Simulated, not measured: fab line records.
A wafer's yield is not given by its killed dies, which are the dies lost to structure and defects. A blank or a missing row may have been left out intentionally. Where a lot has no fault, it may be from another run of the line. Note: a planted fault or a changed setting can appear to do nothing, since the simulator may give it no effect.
Matching of chambers || flow n5 finfet || N5_BEOL_M12_ETCH_67 on rie diel-06: 4 sister chambers
The step etches SiARC in CF4, target depth 143 nm, time 238.3 s. 7 wafers are shown with their chamber, then 7 later ones without.

## WAFERS WITH THEIR CHAMBER
{"wafer": "L077.4", "chamber": 2, "showerhead plenum p Torr (Torr)": 2.28, "drypump motor current A (A)": 6.6}
{"wafer": "L084.3", "chamber": 1, "showerhead plenum p Torr (Torr)": 2.06, "drypump motor current A (A)": 4.9}
{"wafer": "L084.5", "chamber": 2, "showerhead plenum p Torr (Torr)": 2.27, "drypump motor current A (A)": 6.6}
{"wafer": "L091.5", "chamber": 3, "showerhead plenum p Torr (Torr)": 2.27, "drypump motor current A (A)": 5.4}
{"wafer": "L091.6", "chamber": 0, "showerhead plenum p Torr (Torr)": 2.13, "drypump motor current A (A)": 5.6}
{"wafer": "L095.1", "chamber": 0, "showerhead plenum p Torr (Torr)": 2.13, "drypump motor current A (A)": 5.6}
{"wafer": "L095.4", "chamber": 3, "showerhead plenum p Torr (Torr)": 2.27, "drypump motor current A (A)": 5.5}

## WAFERS WHOSE CHAMBER IS MISSING
{"wafer": "L095.5", "showerhead plenum p Torr (Torr)": 2.26, "drypump motor current A (A)": 5.5}
{"wafer": "L096.1", "showerhead plenum p Torr (Torr)": 2.05, "drypump motor current A (A)": 4.9}
{"wafer": "L096.2", "showerhead plenum p Torr (Torr)": 2.13, "drypump motor current A (A)": 5.6}
{"wafer": "L096.5", "showerhead plenum p Torr (Torr)": 2.13, "drypump motor current A (A)": 5.6}
{"wafer": "L097.2", "showerhead plenum p Torr (Torr)": 2.26, "drypump motor current A (A)": 6.6}
{"wafer": "L097.3", "showerhead plenum p Torr (Torr)": 2.26, "drypump motor current A (A)": 5.4}
{"wafer": "L097.5", "showerhead plenum p Torr (Torr)": 2.13, "drypump motor current A (A)": 5.6}

## CHAMBER TAKEN BY EACH
{"wafer": "L095.5", "from the rows above": 3, "in truth": 3}
{"wafer": "L096.1", "from the rows above": 1, "in truth": 1}
{"wafer": "L096.2", "from the rows above": 0, "in truth": 0}
{"wafer": "L096.5", "from the rows above": 0, "in truth": 0}
{"wafer": "L097.2", "from the rows above": 2, "in truth": 2}
{"wafer": "L097.3", "from the rows above": 3, "in truth": 3}
{"wafer": "L097.5", "from the rows above": 0, "in truth": 0}
Placed correctly: 7 of 7. From these rows, 0 cannot be placed. Wrongly placed: 0.
How it was worked out, from the rows above alone: a wafer's distance from a chamber is the root of the sum, over the readings, of the square of ((its reading less the chamber's mean) divided by the reading's scatter). The wafer belongs to the nearest chamber; if the next one is less than 2 further off, it can't be placed. The mean given for a chamber averages the wafers shown for that chamber. How the scatter is found: for the shown wafers, subtract from each reading the mean of its chamber, square and add these, divide the total by (wafers less chambers), then take the root.
